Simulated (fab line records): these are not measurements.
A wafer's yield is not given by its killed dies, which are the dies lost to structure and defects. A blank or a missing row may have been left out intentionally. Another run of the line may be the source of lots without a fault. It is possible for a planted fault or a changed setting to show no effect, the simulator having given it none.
Which tool did it? ; flow n5-finfet ; at 1 step of a route of 1938, 24 lots with 72 wafers sampled

== WHAT EACH GAUGE READ, for each wafer ==
N5_BEOL_M4_CD_MEAS_28: target cd 26.2 nm, target cd y 24.1 nm. Usual: cd-nm 26.18 nm, standard deviation 0.22.
lot;measured;on;cd-nm (nm);flag
L074;day 7 06:35;cd-sem-03;26.33 25.84 25.82;
L075;day 7 16:49;cd-sem-01;26.04 26.32 25.88;
L078;day 8 06:35;cd-sem-01;25.94 26.16 26.30;
L076;day 8 07:26;cd-sem-02;26.36 25.72 26.17;
L077;day 8 07:46;cd-sem-01;26.01 25.97 26.32;
L079;day 8 12:25;cd-sem-01;26.78 26.27 26.41;
L080;day 8 21:49;cd-sem-02;26.13 26.18 26.54;
L081;day 9 08:20;cd-sem-01;26.24 26.20 26.01;
L083;day 9 11:22;cd-sem-02;26.15 25.79 25.98;
L082;day 9 12:52;cd-sem-02;25.92 26.25 26.56;
L084;day 9 17:58;cd-sem-02;26.49 26.10 26.24;
L085;day 10 15:09;cd-sem-02;26.40 26.46 26.46;
L086;day 10 17:26;cd-sem-02;26.00 26.16 26.13;
L087;day 10 17:45;cd-sem-01;26.17 25.88 26.26;
L088;day 11 01:13;cd-sem-02;26.51 26.24 26.57;
L089;day 11 02:00;cd-sem-02;26.35 26.19 26.55;
L090;day 11 06:58;cd-sem-02;26.36 26.01 26.05;
L092;day 11 21:29;cd-sem-02;26.14 26.27 25.92;
L091;day 11 22:59;cd-sem-01;26.44 26.41 26.17;
L093;day 12 05:48;cd-sem-01;26.09 26.19 26.23;
L095;day 12 17:45;cd-sem-02;26.26 26.04 26.51;
L094;day 12 23:22;cd-sem-02;25.79 26.27 26.40;
L096;day 13 00:16;cd-sem-02;26.17 26.59 26.58;
L097;day 13 00:26;cd-sem-01;25.84 26.06 26.01;

== WHICH TOOL RAN EACH LOT (tool, then ch and the chambers of the sampled wafers, then the start) ==
Before these readings, the record contains no process step.

== WHAT THE TOOLS THEMSELVES READ (means of the sampled wafers that have a number; where no wafer has one, the mark that the record gives instead) ==
The record holds no such reading with a usual standard deviation.

== THE ANSWER, worked out from the rows above alone ==
Rule: a lot is off if the mean of its wafers that have a number lies more than 3 standard deviations from the usual mean. Also off: a lot with no number at a reading for which 4 or more lots have one. Any other lot the step has rows for is counted as sound. After the gauges, taken in route order, come the tools' own readings; for these a lot's mean is taken, as printed above. At the first step where some lot is off, the reading lying furthest off is the one used; lots without a number count as furthest.
No lot is off on any of the readings shown, so nothing can be concluded from this.

== WHAT THE SIMULATOR HAD PUT IN ==
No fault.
